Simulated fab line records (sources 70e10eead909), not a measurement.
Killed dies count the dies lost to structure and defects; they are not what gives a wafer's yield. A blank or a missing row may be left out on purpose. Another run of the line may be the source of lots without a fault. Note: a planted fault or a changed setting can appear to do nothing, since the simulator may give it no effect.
Matching of chambers -- flow nand_harc -- rie_diel-04 running NHARC_A_STAIRCASE_TRIM_229: 4 sister chambers
The step chemistry O2, time 211.2 s. 4 wafers are shown with their chamber, then 12 later ones without.

## WAFERS, EACH WITH ITS CHAMBER
wafer,chamber,showerhead_plenum_p_Torr (Torr)
L086.2,2,3.57
L092.2,1,3.52
L092.4,3,3.32
L092.5,0,3.58

## WAFERS WITHOUT THEIR CHAMBER
wafer,showerhead_plenum_p_Torr (Torr)
L094.1,3.51
L094.3,3.31
L094.5,3.57
L096.1,3.57
L096.5,3.57
L096.6,3.31
L095.1,3.57
L095.4,3.57
L095.6,3.31
L097.2,3.57
L097.4,3.31
L097.5,3.51

## CHAMBER TAKEN BY EACH
wafer,from the rows above,in truth
L094.1,1,1
L094.3,3,3
L094.5,can't be placed: 2 or 0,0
L096.1,can't be placed: 2 or 0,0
L096.5,can't be placed: 2 or 0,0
L096.6,3,3
L095.1,can't be placed: 2 or 0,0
L095.4,can't be placed: 2 or 0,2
L095.6,3,3
L097.2,can't be placed: 2 or 0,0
L097.4,3,3
L097.5,1,1
Correctly placed: 6 of 12. These rows do not allow placing 6 (true chamber among the candidates in 6). 0 placed wrongly.
How it was worked out, from the rows above alone: a wafer's distance from a chamber is the root of the sum, over the readings, of the square of ((its reading less the chamber's mean) divided by the reading's scatter). If the next closest chamber is less than 2 further off than the closest, the wafer can't be placed; otherwise it belongs to the closest. Each chamber's mean is taken over the wafers shown for it. The scatter: with one shown wafer a chamber, the root of the mean of the squares of how far each hidden wafer lies from its nearest shown one.
